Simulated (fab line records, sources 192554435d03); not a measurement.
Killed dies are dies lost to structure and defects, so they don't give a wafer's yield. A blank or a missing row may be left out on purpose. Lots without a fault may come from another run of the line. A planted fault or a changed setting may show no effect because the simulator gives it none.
Split-lot experiment | flow n5_finfet | 7 lots, 39 wafers read, on a route of 1938 steps

THE SPLIT
At N5_DUMMY_GATE_EXPOSE_12 (exposes mask GATE, target cd 25 nm), the setting dose_mj was moved away from the recipe's 34 on 15 of the 39 wafers read, by -7.0% to +7.9%. The other wafers ran this setting at the recipe's value.

FROM THE SPLIT TO THE READING: what the file shows between them, 2 steps
- N5_DUMMY_GATE_PEB_13: peb time 60 s
- N5_DUMMY_GATE_DEVELOP_14: develop time 30 s

THE READING
cd_nm, in nm, at N5_DUMMY_GATE_CD_MEAS_15 (target cd 25.8 nm). Fault-free wafers of this fab line usually give 24.97 nm, standard deviation 0.23 nm.

wafer  | tool, chamber at the split | dose_mj as run | against the recipe | cd_nm, nm | against lot-mates on the recipe
L078.1 | euv_scanner-01, 0          | 34             | recipe             | 24.92     | -
L078.2 | euv_scanner-01, 0          | 34             | recipe             | 25.01     | -
L078.3 | euv_scanner-01, 0          | 34             | recipe             | 24.95     | -
L078.4 | euv_scanner-01, 0          | 34             | recipe             | 25.03     | -
L078.5 | euv_scanner-01, 0          | 34             | recipe             | 24.83     | -
L078.6 | euv_scanner-01, 0          | 34             | recipe             | 24.83     | -
L079.1 | euv_scanner-01, 0          | 31.84          | -6.4%              | 26.56     | +1.78
L079.2 | euv_scanner-01, 0          | 31.84          | -6.4%              | 25.77     | +0.99
L079.3 | euv_scanner-01, 0          | 34             | recipe             | 24.67     | -
L079.4 | euv_scanner-01, 0          | 34             | recipe             | 24.83     | -
L079.5 | euv_scanner-01, 0          | 34             | recipe             | 24.85     | -
L079.6 | euv_scanner-01, 0          | 31.84          | -6.4%              | 26.34     | +1.56
L080.1 | euv_scanner-02, 0          | 36.26          | +6.6%              | 23.78     | -1.13
L080.2 | euv_scanner-02, 0          | 34             | recipe             | 24.77     | -
L080.3 | euv_scanner-02, 0          | 36.26          | +6.6%              | 23.89     | -1.02
L080.4 | euv_scanner-02, 0          | 36.26          | +6.6%              | 23.98     | -0.93
L080.5 | euv_scanner-02, 0          | 34             | recipe             | 24.96     | -
L080.6 | euv_scanner-02, 0          | 34             | recipe             | 25.00     | -
L085.1 | euv_scanner-02, 0          | 32.73          | -3.7%              | 25.72     | +0.81
L085.2 | euv_scanner-02, 0          | 34             | recipe             | 25.25     | -
L085.3 | euv_scanner-02, 0          | 34             | recipe             | 24.71     | -
L085.4 | euv_scanner-02, 0          | 32.73          | -3.7%              | 25.64     | +0.73
L085.5 | euv_scanner-02, 0          | 32.73          | -3.7%              | 25.90     | +0.99
L085.6 | euv_scanner-02, 0          | 34             | recipe             | 24.76     | -
L089.1 | euv_scanner-02, 0          | 34             | recipe             | 25.09     | -
L089.2 | euv_scanner-02, 0          | 34             | recipe             | 25.19     | -
L089.5 | euv_scanner-02, 0          | 34             | recipe             | 25.00     | -
L091.1 | euv_scanner-01, 0          | 34             | recipe             | 25.06     | -
L091.2 | euv_scanner-01, 0          | 34             | recipe             | 24.79     | -
L091.3 | euv_scanner-01, 0          | 34             | recipe             | 24.71     | -
L091.4 | euv_scanner-01, 0          | 31.62          | -7.0%              | 26.41     | +1.56
L091.5 | euv_scanner-01, 0          | 31.62          | -7.0%              | 26.37     | +1.52
L091.6 | euv_scanner-01, 0          | 31.62          | -7.0%              | 25.99     | +1.14
L095.1 | euv_scanner-02, 0          | 34             | recipe             | 24.96     | -
L095.2 | euv_scanner-02, 0          | 34             | recipe             | 25.11     | -
L095.3 | euv_scanner-02, 0          | 34             | recipe             | 24.76     | -
L095.4 | euv_scanner-02, 0          | 36.69          | +7.9%              | 23.85     | -1.09
L095.5 | euv_scanner-02, 0          | 36.69          | +7.9%              | 23.53     | -1.41
L095.6 | euv_scanner-02, 0          | 36.69          | +7.9%              | 23.53     | -1.41

THE FIT
A straight line over all 39 wafers: cd_nm changes by -0.179 nm for each +1% of dose_mj; r = -0.97; the points scatter about the line by 0.19 nm.
The same after taking each lot's own level away (the mean of its wafers on the recipe; 39 wafers): -0.186 nm for each +1%; r = -0.97; scatter 0.19 nm.
On that fit, the largest move of dose_mj shifts the reading by 1.5 nm.
The lots' own levels span 24.783 to 25.093 nm, that is 1.3 times the standard deviation above.
So the lot-to-lot level changes the slope little: the two slopes agree.
Check: with one of the wafers moved furthest among these (+7.9%) left out of the fit, the line predicts -1.45 nm for it against its lot-mates. It came out at -1.09 nm against them.

OTHER SPLITS ON THESE WAFERS
These wafers also went through other splits before the reading. Each is held against what the fit with the lots' levels taken away leaves over:
other split on the same wafers        | wafers away from the commonest value | r with cd_nm (lot level and that fit taken away)
N5_FIN_CUT_CUT_ETCH_15 target_depth_a | 12                                   | -0.07
N5_DUMMY_GATE_ALD_02 target_thk_a     | 12                                   | -0.17

THE WHOLE CHAIN: every reading that the file lists as answering this split, in the file's order
step                     | what it does                                                   | reading                                                           | change (the file's fit)               | r (the file's)
N5_DUMMY_GATE_CD_MEAS_15 | target cd 25.8 nm                                              | cd_nm                                                             | -0.187 nm for each +1% of the setting | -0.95
N5_DUMMY_GATE_TRIM_49    | chemistry O2, time 29 s, target cd 14 nm                       | DUMMY_GATE.cd_nm (the simulator's own value, which no gauge read) | -0.19 nm for each +1% of the setting  | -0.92
N5_DUMMY_GATE_ETCH_44    | etches poly-Si in HBr/O2, stops on SiO2, target depth 127.5 nm | DUMMY_GATE.cd_nm (the simulator's own value, which no gauge read) | -0.169 nm for each +1% of the setting | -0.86

THE FILE'S OWN FIT
cd_nm changes by -0.187 nm for each +1% of dose_mj, r = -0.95.
